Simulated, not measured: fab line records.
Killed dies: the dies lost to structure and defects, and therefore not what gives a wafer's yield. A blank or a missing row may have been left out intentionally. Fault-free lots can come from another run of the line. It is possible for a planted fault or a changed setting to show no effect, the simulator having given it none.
fab line records	flow n5_finfet
record lots=7	wafers=39
route steps=1938 shown ZERO_LAYER@4 FIN_SAQP@130 SD_EPI_N@278 SD_EPI_P@321 MOL_CONTACT_COAG@586
start_h: hours from the record's first day to the start of the lot's first wafer shown	wait_h: hours elapsed since this lot's preceding step	" unchanged from the row above	L1.1+2: a row that stands for several wafers	- either no value or no given start	* or withheld: withheld	< > ~ a bound
route shown NAME@n: a module of which the file shows steps, and the number in the route of the first	usual: mean and standard deviation over wafers with no fault	same: alike in all rows	chamber/n: place in a boat	sites: per-site readings	_std_site: their standard deviation	_edge_site: the outer-site mean with the inner-site mean subtracted	radius_mm: how far each site lies from the wafer's centre	mask NAME#n: copy n	behind: tool/chamber where the wafer was last shaped	hold: why the lot was held/for how many hours/how that ended	device: which transistor (n, p or np) failed to switch	end of line: at the end of the route, the tests of the same wafers	a step with no rows: only its recipe	killed: the dies lost at the first sort to structure and to defects; this is not the yield of the wafer	map: dies across one wafer; x = killed, . = not, _ = none there
set.NAME: setting as actually run; set.NAME@STEP: the setting as run at that earlier step	model.NAME: the simulator's own value behind a step, which no gauge read
lots run with intentionally changed settings; tables by step, rows by wafer
## steps
# step N5_ZERO_LAYER_PECVD_02
# recipe material=SiO2	target_thk_a=100	temp_c=400	precursor=SiH4/N2O	pressure_torr=0.75	rf_w=275	time_s=6
lot.wafer	tool	chamber	start_h	wait_h	set.time_s	model.SiO2_of_ZERO_LAYER_PECVD_02.thk_nm
L075.1	pecvd-03	1	18.28	0.0	6	10.23
L075.2	"	2	"	"	6	10.04
L075.6	"	1	"	"	6	10.18
L082.1	pecvd-01	1	60.28	0.0	6	9.961
L082.2	"	2	"	"	6	9.904
L082.3	"	0	"	"	6	9.707
L082.4	"	1	"	"	6	10.03
L082.5	"	2	"	"	6	9.955
L082.6	"	0	"	"	6	9.79
L088.1	pecvd-03	1	96.28	0.0	9.397	15.66
L088.2	"	0	"	"	6	10.17
L088.3	"	2	"	"	6	10.06
L088.4	"	1	"	"	9.397	15.93
L088.5	"	2	"	"	9.397	15.79
L088.6	"	0	"	"	6	10.26
L091.1	pecvd-01	2	114.30	0.0	6	10.06
L091.2	"	1	"	"	6	10.18
L091.3	"	0	"	"	9.368	15.28
L091.4	"	0	"	"	6	9.926
L091.5	"	1	"	"	9.368	15.87
L091.6	"	2	"	"	9.368	15.92
L092.1	pecvd-03	0	120.28	0.0	4.879	8.144
L092.2	"	2	"	"	6	9.847
L092.3	"	1	"	"	6	9.851
L092.4	"	2	"	"	6	10.16
L092.5	"	1	"	"	4.879	8.39
L092.6	"	0	"	"	4.879	8.325
L094.1	pecvd-01	1	132.28	0.0	2.484	4.098
L094.2	"	2	"	"	2.484	4.127
L094.3	"	0	"	"	2.484	3.772
L094.4	"	1	"	"	6	10.08
L094.5	"	2	"	"	6	10.14
L094.6	"	0	"	"	6	9.789
L097.1	pecvd-03	2	150.33	0.0	6	10.09
L097.2	"	1	"	"	3.057	4.983
L097.3	"	0	"	"	3.057	5.064
L097.4	"	2	"	"	3.057	4.993
L097.5	"	1	"	"	6	10.1
L097.6	"	0	"	"	6	10.04
# step N5_FIN_SAQP_ETCH_65
# recipe chemistry=CF4	target=SiO2	target_depth_a=40	ion_energy_ev=350	time_s=4.4	pressure_mtorr=10	icp_w=800	bias_w=400	cf4_flow_sccm=80
lot.wafer	tool	chamber	start_h	wait_h	set.time_s	model.etch.depth_nm
L075.1	rie_si-03	3	30.46	0.1	4.4	3.918
L075.2	"	2	"	"	4.4	3.973
L075.6	"	2	"	"	4.4	3.957
L082.1	rie_si-06	3	72.99	0.1	3.708	3.385
L082.2	"	0	"	"	4.4	4.018
L082.3	"	1	"	"	4.4	3.976
L082.4	"	2	"	"	3.708	3.396
L082.5	"	1	"	"	3.708	3.386
L082.6	"	2	"	"	4.4	3.974
L088.1	rie_si-02	1	112.12	0.1	2.823	2.613
L088.2	"	3	"	"	4.4	4.242
L088.3	"	2	"	"	2.823	2.556
L088.4	"	0	"	"	2.823	2.548
L088.5	"	3	"	"	4.4	4.227
L088.6	"	0	"	"	4.4	3.999
L091.1	rie_si-06	2	129.02	0.1	5.284	4.845
L091.2	"	1	"	"	4.4	4.021
L091.3	"	3	"	"	5.284	4.879
L091.4	"	0	"	"	5.284	4.759
L091.5	"	0	"	"	4.4	4.001
L091.6	"	3	"	"	4.4	4.047
L092.1	rie_si-03	1	135.59	0.1	6.959	6.228
L092.2	"	3	"	"	4.4	3.937
L092.3	"	0	"	"	4.4	4.016
L092.4	"	2	"	"	6.959	6.272
L092.5	"	1	"	"	4.4	3.969
L092.6	"	2	"	"	6.959	6.257
L094.1	rie_si-06	3	146.56	0.1	3.565	3.316
L094.2+5	"	0	"	"	3.565	3.251
L094.3	"	1	"	"	4.4	4.1
L094.4	"	2	"	"	4.4	4.084
L094.6	"	1	"	"	4.4	4.073
L097.1	rie_si-06	0	162.76	0.1	5.214	4.727
L097.2	"	1	"	"	5.214	4.789
L097.3	"	3	"	"	4.4	3.967
L097.4	"	2	"	"	4.4	4.042
L097.5	"	0	"	"	4.4	3.971
L097.6	"	1	"	"	5.214	4.731
# step N5_SD_EPI_N_ETCH_45
# recipe chemistry=CH3F/O2	target=SiOCN	target_depth_a=60	mask_material=SOC	ion_energy_ev=60	bias_w=29	pressure_mtorr=15	source_w=410	Ar_flow_sccm=150	CH3F_flow_sccm=30	O2_flow_sccm=20
lot.wafer	tool	chamber	start_h	wait_h	set.target_depth_a	model.etch.depth_nm
L075.1	rie_diel-01	3	55.11	0.1	60	6.127
L075.2	"	0	"	"	60	5.897
L075.6	"	2	"	"	60	6.091
L082.1	rie_diel-01	3	98.31	0.1	49.41	4.945
L082.2	"	0	"	"	60	5.833
L082.3	"	1	"	"	49.41	4.878
L082.4	"	2	"	"	60	6.031
L082.5	"	2	"	"	60	5.968
L082.6	"	1	"	"	49.41	4.902
L088.1	rie_diel-02	0	137.02	0.1	60	5.866
L088.2	"	3	"	"	60	5.903
L088.3	"	1	"	"	60	5.736
L088.4	"	2	"	"	60	5.88
L088.5	"	1	"	"	60	5.708
L088.6	"	2	"	"	60	5.886
L091.1	rie_diel-01	3	154.67	0.1	60	6.145
L091.2	"	2	"	"	60	5.974
L091.3	"	0	"	"	60	5.819
L091.4	"	3	"	"	60	6.156
L091.5	"	2	"	"	60	5.993
L091.6	"	0	"	"	60	5.812
L092.1	rie_diel-01	3	163.51	0.1	60	6.124
L092.2	"	1	"	"	60	6.179
L092.3	"	0	"	"	60	5.782
L092.4	"	1	"	"	60	6.136
L092.5	"	0	"	"	60	5.79
L092.6	"	3	"	"	60	6.189
L094.1	rie_diel-01	1	172.26	0.1	39.78	4.042
L094.2	"	3	"	"	60	6.12
L094.3	"	0	"	"	39.78	3.862
L094.4	"	0	"	"	60	5.786
L094.5	"	3	"	"	60	6.108
L094.6	"	1	"	"	39.78	4.03
L097.1	rie_diel-02	2	189.42	0.1	86.95	8.632
L097.2	"	0	"	"	60	5.897
L097.3	"	1	"	"	86.95	8.347
L097.4	"	3	"	"	60	5.957
L097.5	"	3	"	"	60	5.946
L097.6	"	0	"	"	86.95	8.59
# step N5_SD_EPI_P_EPI_21
# recipe material=SiGe:B	dopant=B	temp_c=550	pressure_torr=20	ambient=H2	time_s=355
lot.wafer	tool	chamber	start_h	wait_h	set.epi_growth_time_s	model.SiGe-B_of_SD_EPI_P_EPI_21.thk_nm
L075.1	epi_rpcvd-03	0	60.64	0.1	355	61
L075.2	"	0	"	"	355	61.2
L075.6	"	0	62.44	1.8	355	60.8
L082.1	epi_rpcvd-01	0	103.57	0.1	194.9	36.4
L082.2+3	"	0	"	"	194.9	36.2
L082.4	"	0	"	"	355	61.6
L082.5	"	0	"	"	355	61.8
L082.6	"	0	"	"	355	61.4
L088.1	epi_rpcvd-02	0	142.42	0.1	191.9	36
L088.2	"	0	"	"	191.9	36.6
L088.3+6	"	0	"	"	355	62.2
L088.4	"	0	"	"	191.9	36.4
L088.5	"	0	"	"	355	61.6
L091.1	epi_rpcvd-01	0	160.78	0.1	355	60.4
L091.2	"	0	"	"	355	61.4
L091.3	"	0	"	"	162.7	30.4
L091.4	"	0	"	"	162.7	30
L091.5	"	0	"	"	162.7	30.6
L091.6	"	0	"	"	355	61
L092.1	epi_rpcvd-03	0	169.75	0.2	355	60.4
L092.2	"	0	"	"	355	60.6
L092.3+4	"	0	"	"	182.5	33.8
L092.5	"	0	"	"	355	61
L092.6	"	0	"	"	182.5	34
L094.1	epi_rpcvd-02	0	177.76	0.1	256.6	47.8
L094.2	"	0	"	"	256.6	48.6
L094.3	"	0	"	"	355	60.6
L094.4	"	0	"	"	355	61.4
L094.5	"	0	"	"	355	61
L094.6	"	0	"	"	256.6	48.2
L097.1	epi_rpcvd-01	0	195.30	0.1	355	61.2
L097.2	"	0	"	"	178.8	33.4
L097.3+4	"	0	"	"	355	60.6
L097.5	"	0	"	"	178.8	33.2
L097.6	"	0	"	"	178.8	33.6
# step N5_SD_EPI_P_EPI_MEAS_23
# recipe mode=xrd
# usual thk_nm=61.2/1.3
lot.wafer	tool	chamber	start_h	wait_h	set.epi_growth_time_s@SD_EPI_P_EPI_21	thk_nm
L075.1	film_metro-02	-	62.86	1.9	355	60.7
L075.2	"	-	"	"	355	61.5
L075.6	"	-	"	"	355	60.8
L082.1	film_metro-01	-	105.77	1.8	194.9	36.5
L082.2	"	-	"	"	194.9	36.3
L082.3	"	-	"	"	194.9	38.4
L082.4	"	-	"	"	355	60.7
L082.5	"	-	"	"	355	61.7
L082.6	"	-	"	"	355	61.0
L088.1	film_metro-02	-	144.62	1.8	191.9	35.0
L088.2	"	-	"	"	191.9	38.3
L088.3	"	-	"	"	355	62.7
L088.4	"	-	"	"	191.9	35.8
L088.5	"	-	"	"	355	62.3
L088.6	"	-	"	"	355	61.9
L091.1	film_metro-01	-	162.98	1.8	355	60.7
L091.2	"	-	"	"	355	62.7
L091.3	"	-	"	"	162.7	31.6
L091.4	"	-	"	"	162.7	29.5
L091.5	"	-	"	"	162.7	31.5
L091.6	"	-	"	"	355	61.4
L092.1	film_metro-02	-	172.66	2.4	355	61.1
L092.2	"	-	"	"	355	59.9
L092.3	"	-	"	"	182.5	33.8
L092.4	"	-	"	"	182.5	32.3
L092.5	"	-	"	"	355	61.5
L092.6	"	-	"	"	182.5	34.9
L094.1	film_metro-01	-	179.96	1.8	256.6	48.8
L094.2	"	-	"	"	256.6	49.6
L094.3	"	-	"	"	355	58.6
L094.4	"	-	"	"	355	61.7
L094.5	"	-	"	"	355	59.5
L094.6	"	-	"	"	256.6	48.4
L097.1	film_metro-01	-	197.49	1.8	355	60.5
L097.2	"	-	"	"	178.8	33.4
L097.3	"	-	"	"	355	62.5
L097.4	"	-	"	"	355	60.7
L097.5	"	-	"	"	178.8	32.9
L097.6	"	-	"	"	178.8	33.7
# step N5_MOL_CONTACT_COAG_VIA_ETCH_46
# recipe chemistry=C4F6/O2	target_depth_a=460	overetch_a=92	mask_material=SOC	target=SiO2	bias_w=455	pressure_mtorr=10	time_s=40	source_w=325	Ar_flow_sccm=300	C4F6_flow_sccm=10	O2_flow_sccm=10	ion_energy_ev=575.3	ends=end_point
lot.wafer	tool	chamber	start_h	wait_h	set.target_depth_a	model.etch.depth_nm	model.SOC_of_MOL_CONTACT_COAG_COAT_75.thk_nm
L075.1	rie_diel-01	3	104.47	0.0	460	44.75	50.8
L075.2	"	0	"	"	460	45.34	51.2
L075.6	"	2	"	"	460	45.37	50.8
L082.1	rie_diel-01	2	148.60	0.0	460	44.64	50.8
L082.2	"	3	"	"	460	44.81	50.8
L082.3	"	0	"	"	253.2	33.34	53.6
L082.4	"	0	"	"	253.2	32.91	53.6
L082.5	"	3	"	"	460	44.87	50.6
L082.6	"	2	"	"	253.2	34.41	53.6
L088.1	rie_diel-06	3	189.33	0.0	672.6	44.63	47.8
L088.2	"	0	"	"	460	45.09	50.4
L088.3	"	2	"	"	672.6	44.92	48.2
L088.4	"	1	"	"	460	46.2	50.6
L088.5	"	3	"	"	672.6	45.29	47.6
L088.6	"	0	"	"	460	46.16	50.4
L091.1	rie_diel-01	2	204.30	0.0	199	29.54	53.6
L091.2	"	0	"	"	460	45.89	51
L091.3	"	3	"	"	460	45.21	50.4
L091.4	"	1	"	"	199	29.96	53.8
L091.5	"	0	"	"	460	45.52	51.2
L091.6	"	1	"	"	199	29.91	53.8
L092.1	rie_diel-02	2	212.05	0.0	272.6	36.5	52.8
L092.2	"	0	"	"	460	46.55	50.8
L092.3	"	1	"	"	272.6	35.13	53
L092.4	"	3	"	"	460	47.16	50.6
L092.5	"	2	"	"	460	45.75	50.4
L092.6	"	3	"	"	272.6	35.89	53
L094.1	rie_diel-01	1	221.16	0.0	273.3	37.12	52.8
L094.2	"	0	"	"	460	44.41	51
L094.3	"	3	"	"	273.3	36.89	52.8
L094.4	"	2	"	"	273.3	36.88	52.8
L094.5	"	3	"	"	460	45.41	50.4
L094.6	"	0	"	"	460	47.24	51
L097.1	rie_diel-02	0	244.03	0.0	460	45.33	51
L097.2	"	2	"	"	207.6	29.73	53.6
L097.3	"	3	"	"	207.6	29.53	54
L097.4	"	2	"	"	460	45.49	51
L097.5	"	0	"	"	207.6	29.23	54
L097.6	"	3	"	"	460	44.43	51
# step N5_MOL_CONTACT_COAG_STRIP_96
# recipe chemistry=N2/H2	power_w=500	temp_c=40	pressure_mtorr=50	rf_frequency_hz=6e+07	overash_fraction=0.3	bias_power_w=28	h2_frac=0.5	n2_flow_sccm=300	h2_flow_sccm=300
# step N5_MOL_CONTACT_COAG_ETCH_47
# recipe chemistry=CH3F/O2	target=SiNx	target_depth_a=270	mask_material=SiO2	stop_on=W	over_etch_frac=0.2	ion_energy_ev=120	endpoint=OES-CN	pressure_mtorr=30	source_w=395	bias_w=73	Ar_flow_sccm=150	CH3F_flow_sccm=30	O2_flow_sccm=20	ends=end_point
# usual etch_rf_on_time_s=31.2/0.62
lot.wafer	tool	chamber	start_h	wait_h	set.target_depth_a@MOL_CONTACT_COAG_VIA_ETCH_46	etch_rf_on_time_s	model.etch.over_etch_s
L075.1	rie_diel-01	3	104.57	0.0	460	31.1	5.187
L075.2	"	0	"	"	460	32.0	5.33
L075.6	"	2	"	"	460	31.2	5.193
L082.1	rie_diel-01	2	148.71	0.0	460	31.4	5.239
L082.2	"	3	"	"	460	30.6	5.101
L082.3	"	0	"	"	253.2	50.8	0
L082.4	"	0	"	"	253.2	50.8	0
L082.5	"	3	"	"	460	30.7	5.116
L082.6	"	2	"	"	253.2	50.8	0
L088.1	rie_diel-06	3	189.43	0.0	672.6	30.3	5.043
L088.2	"	0	"	"	460	29.8	4.974
L088.3	"	2	"	"	672.6	30.8	5.13
L088.4	"	1	"	"	460	30.8	5.132
L088.5	"	3	"	"	672.6	30.7	5.109
L088.6	"	0	"	"	460	30.4	5.067
L091.1	rie_diel-01	2	204.40	0.0	199	50.8	0
L091.2	"	0	"	"	460	32.5	5.416
L091.3	"	3	"	"	460	30.6	5.103
L091.4	"	1	"	"	199	50.8	0
L091.5	"	0	"	"	460	32.4	5.398
L091.6	"	1	"	"	199	50.8	0
L092.1	rie_diel-02	2	212.16	0.0	272.6	50.8	0
L092.2	"	0	"	"	460	31.6	5.261
L092.3	"	1	"	"	272.6	50.8	0
L092.4	"	3	"	"	460	32.0	5.339
L092.5	"	2	"	"	460	31.0	5.163
L092.6	"	3	"	"	272.6	50.8	0
L094.1	rie_diel-01	1	221.26	0.0	273.3	50.8	0
L094.2	"	0	"	"	460	32.5	5.418
L094.3	"	3	"	"	273.3	50.8	0
L094.4	"	2	"	"	273.3	50.8	0
L094.5	"	3	"	"	460	30.8	5.138
L094.6	"	0	"	"	460	32.8	5.467
L097.1	rie_diel-02	0	244.14	0.0	460	31.7	5.273
L097.2	"	2	"	"	207.6	50.8	0
L097.3	"	3	"	"	207.6	50.8	0
L097.4	"	2	"	"	460	31.4	5.231
L097.5	"	0	"	"	207.6	50.8	0
L097.6	"	3	"	"	460	31.5	5.258
## key
split step=N5_ZERO_LAYER_PECVD_02	setting=time_s	stated=6	by=wafer
response step=N5_ZERO_LAYER_PECVD_02	reading=model.SiO2_of_ZERO_LAYER_PECVD_02.thk_nm	change=+0.101	per=1%	r=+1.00
split step=N5_FIN_SAQP_ETCH_65	setting=time_s	stated=4.4	by=wafer
response step=N5_FIN_SAQP_ETCH_65	reading=model.etch.depth_nm	change=+0.0406	per=1%	r=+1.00
split step=N5_SD_EPI_N_ETCH_45	setting=target_depth_a	stated=60	by=wafer
response step=N5_SD_EPI_N_ETCH_45	reading=model.etch.depth_nm	change=+0.0586	per=1%	r=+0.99
split step=N5_SD_EPI_P_EPI_21	setting=epi_growth_time_s	stated=355	by=wafer
response step=N5_SD_EPI_P_EPI_21	reading=model.SiGe-B_of_SD_EPI_P_EPI_21.thk_nm	change=+0.552	per=1%	r=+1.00
response step=N5_SD_EPI_P_EPI_MEAS_23	reading=thk_nm	change=*	per=1%	r=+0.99
split step=N5_MOL_CONTACT_COAG_VIA_ETCH_46	setting=target_depth_a	stated=460	by=wafer
response step=N5_MOL_CONTACT_COAG_VIA_ETCH_46	reading=model.etch.depth_nm	shape=bent	at_lowest=29.8	at_stated=45.51	at_highest=44.95
response step=N5_MOL_CONTACT_COAG_VIA_ETCH_46	reading=model.SOC_of_MOL_CONTACT_COAG_COAT_75.thk_nm	change=-0.0544	per=1%	r=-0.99
response step=N5_MOL_CONTACT_COAG_ETCH_47	reading=etch_rf_on_time_s	shape=bent	at_lowest=*	at_stated=*	at_highest=*
response step=N5_MOL_CONTACT_COAG_ETCH_47	reading=model.etch.over_etch_s	shape=bent	at_lowest=0	at_stated=5.229	at_highest=5.094
